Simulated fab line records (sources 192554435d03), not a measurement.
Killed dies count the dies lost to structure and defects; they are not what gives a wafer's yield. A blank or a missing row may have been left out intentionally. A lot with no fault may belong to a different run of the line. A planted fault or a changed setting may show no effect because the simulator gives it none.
Split-lot experiment / flow n5_finfet / 39 wafers read from 7 lots, route of 1938 steps

ON THE SPLIT
At N5_PASSIVATION_PECVD_01 (deposits SiNx from SiH4/NH3/N2, target thk 200 nm, time 43.2 s), the setting time_s was moved away from the recipe's 43.2 s on 15 of the 39 wafers read, by +15.1% to +59.4%. For the rest of the wafers, this setting stayed at what the recipe calls for.

The split's own step is where the reading is taken.

THE READING
SiNx_of_PASSIVATION_PECVD_01.thk_nm (the simulator's own value, which no gauge read), in nm, at N5_PASSIVATION_PECVD_01 (deposits SiNx from SiH4/NH3/N2, target thk 200 nm, time 43.2 s). The file gives no usual value for it. Across the 24 wafers here that went through the recipe, the average is 200.5 nm and the standard deviation 2.1 nm.

wafer=L079.1; tool, chamber at the split=pecvd-04, 1; time_s as run, s=49.72; against the recipe=+15.1%; SiNx_of_PASSIVATION_PECVD_01.thk_nm, nm=229.4; against lot-mates on the recipe=+28.0
wafer=L079.2; tool, chamber at the split=pecvd-04, 0; time_s as run, s=49.72; against the recipe=+15.1%; SiNx_of_PASSIVATION_PECVD_01.thk_nm, nm=231; against lot-mates on the recipe=+29.6
wafer=L079.3; tool, chamber at the split=pecvd-04, 2; time_s as run, s=43.2; against the recipe=recipe; SiNx_of_PASSIVATION_PECVD_01.thk_nm, nm=198.8; against lot-mates on the recipe=-
wafer=L079.4; tool, chamber at the split=pecvd-04, 0; time_s as run, s=43.2; against the recipe=recipe; SiNx_of_PASSIVATION_PECVD_01.thk_nm, nm=202.8; against lot-mates on the recipe=-
wafer=L079.5; tool, chamber at the split=pecvd-04, 1; time_s as run, s=49.72; against the recipe=+15.1%; SiNx_of_PASSIVATION_PECVD_01.thk_nm, nm=232; against lot-mates on the recipe=+30.6
wafer=L079.6; tool, chamber at the split=pecvd-04, 2; time_s as run, s=43.2; against the recipe=recipe; SiNx_of_PASSIVATION_PECVD_01.thk_nm, nm=202.6; against lot-mates on the recipe=-
wafer=L080.1; tool, chamber at the split=pecvd-03, 2; time_s as run, s=43.2; against the recipe=recipe; SiNx_of_PASSIVATION_PECVD_01.thk_nm, nm=201.6; against lot-mates on the recipe=-
wafer=L080.2; tool, chamber at the split=pecvd-03, 1; time_s as run, s=43.2; against the recipe=recipe; SiNx_of_PASSIVATION_PECVD_01.thk_nm, nm=202; against lot-mates on the recipe=-
wafer=L080.3; tool, chamber at the split=pecvd-03, 0; time_s as run, s=43.2; against the recipe=recipe; SiNx_of_PASSIVATION_PECVD_01.thk_nm, nm=200.6; against lot-mates on the recipe=-
wafer=L080.4; tool, chamber at the split=pecvd-03, 0; time_s as run, s=67.41; against the recipe=+56.0%; SiNx_of_PASSIVATION_PECVD_01.thk_nm, nm=318.4; against lot-mates on the recipe=+117.0
wafer=L080.5; tool, chamber at the split=pecvd-03, 2; time_s as run, s=67.41; against the recipe=+56.0%; SiNx_of_PASSIVATION_PECVD_01.thk_nm, nm=313.8; against lot-mates on the recipe=+112.4
wafer=L080.6; tool, chamber at the split=pecvd-03, 1; time_s as run, s=67.41; against the recipe=+56.0%; SiNx_of_PASSIVATION_PECVD_01.thk_nm, nm=318.2; against lot-mates on the recipe=+116.8
wafer=L082.3; tool, chamber at the split=pecvd-02, 2; time_s as run, s=43.2; against the recipe=recipe; SiNx_of_PASSIVATION_PECVD_01.thk_nm, nm=200.4; against lot-mates on the recipe=-
wafer=L082.4; tool, chamber at the split=pecvd-02, 2; time_s as run, s=43.2; against the recipe=recipe; SiNx_of_PASSIVATION_PECVD_01.thk_nm, nm=200.8; against lot-mates on the recipe=-
wafer=L082.5; tool, chamber at the split=pecvd-02, 0; time_s as run, s=43.2; against the recipe=recipe; SiNx_of_PASSIVATION_PECVD_01.thk_nm, nm=199.2; against lot-mates on the recipe=-
wafer=L083.1; tool, chamber at the split=pecvd-03, 0; time_s as run, s=50.63; against the recipe=+17.2%; SiNx_of_PASSIVATION_PECVD_01.thk_nm, nm=234.2; against lot-mates on the recipe=+31.9
wafer=L083.2; tool, chamber at the split=pecvd-03, 1; time_s as run, s=50.63; against the recipe=+17.2%; SiNx_of_PASSIVATION_PECVD_01.thk_nm, nm=235; against lot-mates on the recipe=+32.7
wafer=L083.3; tool, chamber at the split=pecvd-03, 2; time_s as run, s=50.63; against the recipe=+17.2%; SiNx_of_PASSIVATION_PECVD_01.thk_nm, nm=232.4; against lot-mates on the recipe=+30.1
wafer=L083.4; tool, chamber at the split=pecvd-03, 0; time_s as run, s=43.2; against the recipe=recipe; SiNx_of_PASSIVATION_PECVD_01.thk_nm, nm=204.6; against lot-mates on the recipe=-
wafer=L083.5; tool, chamber at the split=pecvd-03, 1; time_s as run, s=43.2; against the recipe=recipe; SiNx_of_PASSIVATION_PECVD_01.thk_nm, nm=203; against lot-mates on the recipe=-
wafer=L083.6; tool, chamber at the split=pecvd-03, 2; time_s as run, s=43.2; against the recipe=recipe; SiNx_of_PASSIVATION_PECVD_01.thk_nm, nm=199.2; against lot-mates on the recipe=-
wafer=L087.1; tool, chamber at the split=pecvd-04, 0; time_s as run, s=68.85; against the recipe=+59.4%; SiNx_of_PASSIVATION_PECVD_01.thk_nm, nm=314.4; against lot-mates on the recipe=+117.1
wafer=L087.2; tool, chamber at the split=pecvd-04, 2; time_s as run, s=68.85; against the recipe=+59.4%; SiNx_of_PASSIVATION_PECVD_01.thk_nm, nm=313.8; against lot-mates on the recipe=+116.5
wafer=L087.3; tool, chamber at the split=pecvd-04, 1; time_s as run, s=43.2; against the recipe=recipe; SiNx_of_PASSIVATION_PECVD_01.thk_nm, nm=195.2; against lot-mates on the recipe=-
wafer=L087.4; tool, chamber at the split=pecvd-04, 2; time_s as run, s=68.85; against the recipe=+59.4%; SiNx_of_PASSIVATION_PECVD_01.thk_nm, nm=320.4; against lot-mates on the recipe=+123.1
wafer=L087.5; tool, chamber at the split=pecvd-04, 0; time_s as run, s=43.2; against the recipe=recipe; SiNx_of_PASSIVATION_PECVD_01.thk_nm, nm=198.6; against lot-mates on the recipe=-
wafer=L087.6; tool, chamber at the split=pecvd-04, 1; time_s as run, s=43.2; against the recipe=recipe; SiNx_of_PASSIVATION_PECVD_01.thk_nm, nm=198.2; against lot-mates on the recipe=-
wafer=L090.1; tool, chamber at the split=pecvd-03, 0; time_s as run, s=43.2; against the recipe=recipe; SiNx_of_PASSIVATION_PECVD_01.thk_nm, nm=200.8; against lot-mates on the recipe=-
wafer=L090.2; tool, chamber at the split=pecvd-03, 1; time_s as run, s=43.2; against the recipe=recipe; SiNx_of_PASSIVATION_PECVD_01.thk_nm, nm=199.8; against lot-mates on the recipe=-
wafer=L090.3; tool, chamber at the split=pecvd-03, 2; time_s as run, s=43.2; against the recipe=recipe; SiNx_of_PASSIVATION_PECVD_01.thk_nm, nm=198.6; against lot-mates on the recipe=-
wafer=L090.4; tool, chamber at the split=pecvd-03, 2; time_s as run, s=43.2; against the recipe=recipe; SiNx_of_PASSIVATION_PECVD_01.thk_nm, nm=202; against lot-mates on the recipe=-
wafer=L090.5; tool, chamber at the split=pecvd-03, 0,1; time_s as run, s=43.2; against the recipe=recipe; SiNx_of_PASSIVATION_PECVD_01.thk_nm, nm=202.4; against lot-mates on the recipe=-
wafer=L090.6; tool, chamber at the split=pecvd-03, 0,1; time_s as run, s=43.2; against the recipe=recipe; SiNx_of_PASSIVATION_PECVD_01.thk_nm, nm=202.4; against lot-mates on the recipe=-
wafer=L092.1; tool, chamber at the split=pecvd-02, 2; time_s as run, s=43.2; against the recipe=recipe; SiNx_of_PASSIVATION_PECVD_01.thk_nm, nm=198.2; against lot-mates on the recipe=-
wafer=L092.2; tool, chamber at the split=pecvd-02, 0; time_s as run, s=55.84; against the recipe=+29.3%; SiNx_of_PASSIVATION_PECVD_01.thk_nm, nm=254.8; against lot-mates on the recipe=+55.4
wafer=L092.3; tool, chamber at the split=pecvd-02, 1; time_s as run, s=55.84; against the recipe=+29.3%; SiNx_of_PASSIVATION_PECVD_01.thk_nm, nm=257.4; against lot-mates on the recipe=+58.0
wafer=L092.4; tool, chamber at the split=pecvd-02, 0; time_s as run, s=43.2; against the recipe=recipe; SiNx_of_PASSIVATION_PECVD_01.thk_nm, nm=198.8; against lot-mates on the recipe=-
wafer=L092.5; tool, chamber at the split=pecvd-02, 1; time_s as run, s=55.84; against the recipe=+29.3%; SiNx_of_PASSIVATION_PECVD_01.thk_nm, nm=262.2; against lot-mates on the recipe=+62.8
wafer=L092.6; tool, chamber at the split=pecvd-02, 2; time_s as run, s=43.2; against the recipe=recipe; SiNx_of_PASSIVATION_PECVD_01.thk_nm, nm=201.2; against lot-mates on the recipe=-
Rows listing several chambers each stand for several wafers; the file does not say which wafer went through which chamber.

THE FIT
A straight line over all 39 wafers: SiNx_of_PASSIVATION_PECVD_01.thk_nm changes by +2 nm for each +1% of time_s; r = +1.00; the points scatter about the line by 2.7 nm.
The same after taking each lot's own level away (the mean of its wafers on the recipe; 39 wafers): +2.02 nm for each +1%; r = +1.00; scatter 2.2 nm.
On that fit, the largest move of time_s shifts the reading by 1.2e+02 nm.
Across the lots, their own levels run from 197.33 to 202.27 nm, a range of 2.4 times the standard deviation given above.
Hence the lot-to-lot level has little effect on the slope; both slopes agree.
Check: with one of the wafers moved furthest among these (+59.4%) left out of the fit, the line predicts +120 nm for it against its lot-mates. It came out at +117 nm against them.

THE OTHER SPLITS THESE WAFERS WENT THROUGH
Before the reading, these wafers also passed through other splits. Each is held against what the fit with the lots' levels taken away leaves over:
other split on the same wafers=N5_BEOL_M10_DEP_56 target_thk_a; wafers away from the commonest value=18; r with SiNx_of_PASSIVATION_PECVD_01.thk_nm (lot level and that fit taken away)=+0.19
other split on the same wafers=N5_BEOL_M13_TRENCH_ETCH_34 time_s; wafers away from the commonest value=15; r with SiNx_of_PASSIVATION_PECVD_01.thk_nm (lot level and that fit taken away)=-0.20
other split on the same wafers=N5_BEOL_M15_ETCH_61 time_s; wafers away from the commonest value=18; r with SiNx_of_PASSIVATION_PECVD_01.thk_nm (lot level and that fit taken away)=-0.09

FILE'S OWN FIT
SiNx_of_PASSIVATION_PECVD_01.thk_nm changes by +2.02 nm for each +1% of time_s, r = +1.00.
